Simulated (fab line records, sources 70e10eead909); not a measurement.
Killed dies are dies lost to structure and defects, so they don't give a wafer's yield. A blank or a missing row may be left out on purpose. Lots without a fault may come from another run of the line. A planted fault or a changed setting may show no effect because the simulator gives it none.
Which tool did it? | flow nand_harc | 12 lots, 36 wafers sampled, at 5 steps of a route of 1159

WHAT THE GAUGES READ, wafer by wafer
NHARC_THIN_TSV_CD_MEAS_12: target cd 1000 nm.
lot  | measured     | on        | cd_nm (nm)
L564 | day 19 00:10 | cd_sem-02 | 998.6 1001.5 1002.5
L566 | day 19 05:47 | cd_sem-02 | 1001.9 1000.8 1001.3
L567 | day 19 07:05 | cd_sem-01 | 998.6 999.6 999.4
L568 | day 19 08:17 | cd_sem-03 | 1000.2 997.6 999.5
L576 | day 21 17:26 | cd_sem-02 | 1001.9 999.0 1000.4
L578 | day 21 19:44 | cd_sem-01 | 999.5 998.0 996.4
L581 | day 22 23:58 | cd_sem-01 | 998.3 1001.7 997.2
L583 | day 23 01:17 | cd_sem-03 | 1000.2 1003.2 998.9
L582 | day 23 02:32 | cd_sem-02 | 999.0 1001.7 1006.0
L586 | day 23 22:45 | cd_sem-02 | 1001.6 1001.6 998.8
L585 | day 24 08:39 | cd_sem-02 | 1000.3 1000.4 1000.0
L587 | day 25 09:56 | cd_sem-03 | 999.9 1001.0 1003.5

NHARC_THIN_TSV_CD_MEAS_33: target cd 5000 nm.
lot  | measured     | on        | cd_nm (nm)
L564 | day 19 06:05 | cd_sem-02 | 4998.4 4999.2 4999.0
L566 | day 19 11:41 | cd_sem-02 | 4997.9 5000.3 4999.2
L567 | day 19 12:53 | cd_sem-02 | 4998.7 5000.8 5000.6
L568 | day 19 14:06 | cd_sem-03 | 5001.4 5000.6 4999.5
L576 | day 21 23:25 | cd_sem-01 | 4998.2 4999.7 5001.3
L578 | day 22 01:38 | cd_sem-03 | 5001.0 4999.9 4999.7
L581 | day 23 05:52 | cd_sem-02 | 4997.8 5001.8 4999.1
L583 | day 23 07:17 | cd_sem-03 | 4999.6 4998.8 4999.7
L582 | day 23 08:35 | cd_sem-03 | 5001.7 5001.5 5000.8
L586 | day 24 04:47 | cd_sem-03 | 5000.2 4999.1 5000.5
L585 | day 24 14:32 | cd_sem-03 | 4998.9 4999.4 5000.7
L587 | day 25 16:02 | cd_sem-02 | 4997.5 4997.2 4999.1

NHARC_END_WLT_00.
lot  | measured     | on        | VT_DECK1_BOTTOM   | VT_DECK1_BOTTOM_INNER | VT_DECK1_MEDIAN_NEAR_BOTTOM | VT_DECK1_MEDIAN_NEAR_BOTTOM_INNER | VT_DECK1_MIDDLE   | VT_DECK1_MIDDLE_INNER | VT_DECK1_TOP      | VT_DECK1_TOP_INNER
L564 | day 19 09:35 | prober-01 | 0.865 0.875 0.877 | 0.866 0.874 0.880     | 0.868 0.875 0.877           | 0.867 0.876 0.883                 | 0.881 0.880 0.875 | 0.882 0.890 0.881     | 0.894 0.896 0.892 | 0.900 0.898 0.890
L566 | day 19 20:07 | prober-02 | 0.877 0.878 0.882 | 0.886 0.878 0.882     | 0.875 0.886 0.884           | 0.874 0.878 0.886                 | 0.894 0.898 0.894 | 0.904 0.895 0.891     | 0.907 0.904 0.909 | 0.914 0.900 0.908
L576 | day 22 07:03 | prober-02 | 0.865 0.862 0.861 | 0.859 0.860 0.863     | 0.855 0.863 0.863           | 0.858 0.865 0.857                 | 0.873 0.878 0.871 | 0.866 0.870 0.866     | 0.880 0.885 0.879 | 0.878 0.876 0.884
L578 | day 22 14:52 | prober-01 | 0.877 0.877 0.871 | 0.878 0.880 0.884     | 0.875 0.879 0.872           | 0.881 0.886 0.872                 | 0.891 0.885 0.879 | 0.880 0.889 0.883     | 0.902 0.892 0.900 | 0.899 0.894 0.903
L581 | day 23 11:48 | prober-01 | 0.871 0.870 0.870 | 0.881 0.864 0.874     | 0.880 0.869 0.875           | 0.870 0.869 0.865                 | 0.887 0.883 0.883 | 0.889 0.888 0.882     | 0.895 0.903 0.891 | 0.892 0.896 0.892
L583 | day 23 12:19 | prober-02 | 0.860 0.859 0.863 | 0.863 0.858 0.868     | 0.870 0.867 0.867           | 0.860 0.858 0.863                 | 0.881 0.878 0.874 | 0.874 0.873 0.882     | 0.889 0.878 0.887 | 0.893 0.891 0.888
L582 | day 23 19:32 | prober-02 | 0.865 0.876 0.863 | 0.870 0.874 0.863     | 0.866 0.867 0.863           | 0.878 0.878 0.870                 | 0.882 0.877 0.884 | 0.882 0.880 0.876     | 0.893 0.888 0.888 | 0.884 0.888 0.888
L586 | day 24 09:17 | prober-02 | 0.863 0.872 0.859 | 0.866 0.863 0.867     | 0.862 0.873 0.864           | 0.860 0.865 0.874                 | 0.881 0.877 0.875 | 0.879 0.876 0.873     | 0.895 0.890 0.895 | 0.893 0.888 0.891
L585 | day 24 20:46 | prober-02 | 0.867 0.876 0.866 | 0.874 0.873 0.866     | 0.879 0.885 0.865           | 0.882 0.872 0.872                 | 0.881 0.879 0.887 | 0.894 0.879 0.882     | 0.895 0.900 0.896 | 0.898 0.893 0.894
L587 | day 25 22:01 | prober-02 | 0.871 0.869 0.881 | 0.879 0.874 0.878     | 0.878 0.871 0.883           | 0.869 0.872 0.881                 | 0.891 0.884 0.891 | 0.883 0.883 0.890     | 0.895 0.907 0.903 | 0.910 0.900 0.898

NHARC_END_SORT_01.
lot  | measured     | on        | defect_limited_yield (%) | killed_at_array | killed_at_other | killed_at_periphery | killed_dies | killed_open | killed_short | sort_bin_2_pct (%) | sort_bin_3_pct (%) | sort_bin_4_pct (%) | sort_n_pass | sort_rim_yield_pct (%) | sort_yield_pct (%)
L564 | day 19 12:31 | prober-01 | 95.3 95.7 95.4           | 26 23 25        | 0 2 3           | 6 4 3               | 32 29 31    | 7 11 7      | 4 2 2        | 1.3 1.5 1.5        | 0.30 0 0           | 3.1 2.8 3.1        | 645 648 646 | 93.4 94.3 95.3         | 95.3 95.7 95.4
L566 | day 19 23:23 | prober-02 | 95.9 95.4 96.2           | 25 27 23        | 2 2 0           | 1 2 3               | 28 31 26    | 2 3 6       | 0 0 2        | 1.2 1.6 1.3        | 0.30 0.15 0.30     | 2.7 2.8 2.2        | 649 646 651 | 98.1 97.2 98.1         | 95.9 95.4 96.2
L567 | day 19 23:25 | prober-01 | 0 0 0                    | 25 20 17        | 649 654 658     | 3 3 2               | 677 677 677 | 3 6 1       | 2 3 1        | 97.0 97.8 97.6     | 0.15 0.15 0        | 2.8 2.1 2.4        | 0 0 0       | 0 0 0                  | 0 0 0
L568 | day 20 06:20 | prober-02 | 0 0 0                    | 27 19 20        | 648 658 652     | 2 0 5               | 677 677 677 | 7 5 11      | 1 4 2        | 96.6 98.1 97.6     | 0 0.30 0.30        | 3.4 1.6 2.1        | 0 0 0       | 0 0 0                  | 0 0 0
L576 | day 22 10:04 | prober-02 | 96.0 96.6 96.6           | 22 21 20        | 1 0 0           | 4 2 3               | 27 23 23    | 3 2 3       | 4 0 2        | 0.9 1.6 1.3        | 0.15 0 0           | 3.0 1.8 2.1        | 650 654 654 | 93.4 92.5 92.5         | 96.0 96.6 96.6
L578 | day 22 17:58 | prober-01 | 93.4 94.1 93.5           | 42 38 42        | 1 0 0           | 2 2 2               | 45 40 44    | 4 2 5       | 2 4 1        | 1.9 1.6 1.5        | 1.03 0.74 0.30     | 3.7 3.5 4.7        | 632 637 633 | 95.3 96.2 96.2         | 93.4 94.1 93.5
L581 | day 23 14:46 | prober-01 | 95.4 94.7 93.9           | 28 35 35        | 0 0 1           | 3 1 5               | 31 36 41    | 4 2 5       | 1 1 0        | 1.9 1.2 2.1        | 0 0.15 0.44        | 2.7 4.0 3.5        | 646 641 636 | 96.2 98.1 99.1         | 95.4 94.7 93.9
L583 | day 23 15:35 | prober-02 | 94.1 91.4 93.8           | 35 52 38        | 1 0 1           | 4 6 3               | 40 58 42    | 1 9 0       | 2 2 3        | 2.4 3.2 2.7        | 0 0.59 0.15        | 3.5 4.7 3.4        | 637 619 635 | 92.5 92.5 95.3         | 94.1 91.4 93.8
L582 | day 23 22:32 | prober-02 | 93.1 94.8 95.1           | 31 29 28        | 0 0 0           | 16 6 5              | 47 35 33    | 5 4 6       | 1 2 0        | 1.9 1.8 1.5        | 0 0 0.30           | 5.0 3.4 3.1        | 630 642 644 | 94.3 98.1 93.4         | 93.1 94.8 95.1
L586 | day 24 12:17 | prober-02 | 96.2 96.0 95.6           | 21 22 25        | 0 0 0           | 5 5 5               | 26 27 30    | 3 2 7       | 1 6 3        | 1.2 1.6 1.3        | 0.44 0 0.15        | 2.2 2.4 3.0        | 651 650 647 | 95.3 94.3 93.4         | 96.2 96.0 95.6
L585 | day 24 23:45 | prober-02 | 94.4 96.2 94.8           | 35 24 34        | 1 0 0           | 2 2 1               | 38 26 35    | 2 3 3       | 1 0 1        | 2.2 1.0 1.0        | 0.30 0 0.15        | 3.1 2.8 4.0        | 639 651 642 | 83.0 93.4 88.7         | 94.4 96.2 94.8
L587 | day 26 01:17 | prober-02 | 93.2 93.1 94.4           | 42 36 35        | 1 2 1           | 3 9 2               | 46 47 38    | 3 6 5       | 3 2 1        | 1.8 2.8 1.5        | 0.74 0 0.44        | 4.3 4.1 3.7        | 631 630 639 | 88.7 87.7 87.7         | 93.2 93.1 94.4

WHICH TOOL RAN EACH LOT (tool, then ch and the chambers of the sampled wafers, then the start)
lot  | NHARC_THIN_TSV_ETCH_36
L564 | rie_metal-03 ch 0,1, day 19 06:38
L566 | rie_metal-01 ch 0,1, day 19 12:15
L567 | rie_metal-02 ch 0,1, day 19 13:26
L568 | rie_metal-03 ch 0,1, day 19 14:39
L576 | rie_metal-02 ch 1, day 21 23:58
L578 | rie_metal-02 ch 0,1, day 22 02:12
L581 | rie_metal-01 ch 0,1, day 23 06:25
L583 | rie_metal-01 ch 0,1, day 23 07:50
L582 | rie_metal-03 ch 0,1, day 23 09:08
L586 | rie_metal-03 ch 0,1, day 24 05:20
L585 | rie_metal-01 ch 0,1, day 24 15:05
L587 | rie_metal-02 ch 0, day 25 16:37
- NHARC_THIN_TSV_ETCH_36: etches the open film in Cl2/BCl3, target depth 65 nm, time 18.571 s.

WHAT THE TOOLS THEMSELVES READ (means of the sampled wafers that have a number; where no wafer has one, the mark that the record gives instead)
NHARC_THIN_TSV_ETCH_36.
lot  | tool         | chamber_pressure_mTorr (mTorr) | drypump_motor_current_A (A) | oes_product_au (a.u.)
L564 | rie_metal-03 | 9.995                          | 6.1                         | 0.999
L566 | rie_metal-01 | 9.996                          | 5.5                         | 0.996
L567 | rie_metal-02 | -                              | -                           | -
L568 | rie_metal-03 | -                              | -                           | -
L576 | rie_metal-02 | 10.004                         | 5.6                         | 1.007
L578 | rie_metal-02 | 9.996                          | 5.5                         | 1.005
L581 | rie_metal-01 | 10.004                         | 5.6                         | 0.991
L583 | rie_metal-01 | 10.009                         | 5.6                         | 0.999
L582 | rie_metal-03 | 10.002                         | 6.2                         | 1.001
L586 | rie_metal-03 | 9.993                          | 6.1                         | 1.000
L585 | rie_metal-01 | 10.001                         | 5.6                         | 0.992
L587 | rie_metal-02 | 10.003                         | 5.3                         | 1.006

THE ANSWER, worked out from the rows above alone
Rule: what is usual is taken from the lots themselves. Put in order of their means at a reading, lots are off if they are a third of the lots or fewer, leave a main group of 4 or more, and stand apart from it by a gap of 3 or more times the standard deviation of the main group's means; of several such gaps the widest counts. A main group whose means are all the same, to the digits that the tables above print for the reading, isn't used. A lot without any number at a reading at which 4 lots or more have one is off too. The other lots that the step has rows for count as sound. The gauges are gone through in route order, then the tools' own readings, and for those a lot's mean is taken as printed above. The first step at which some lot is off is used, and at that step the reading that is off furthest; a lot without a number counts as furthest.
Off: L567, L568, at NHARC_END_SORT_01 (killed_at_other). The main group: mean 0.6, standard deviation 0.57.
A tool fits if, at a process step before that reading, it ran every lot that is off, and no sound lot after the first of them. The gauges at NHARC_END_SORT_01 aren't tried: what is off there is off at NHARC_THIN_TSV_ETCH_36 too, on other tools, and a gauge's error can't cause that. None of those tried fits.

WHAT THE SIMULATOR HAD PUT IN
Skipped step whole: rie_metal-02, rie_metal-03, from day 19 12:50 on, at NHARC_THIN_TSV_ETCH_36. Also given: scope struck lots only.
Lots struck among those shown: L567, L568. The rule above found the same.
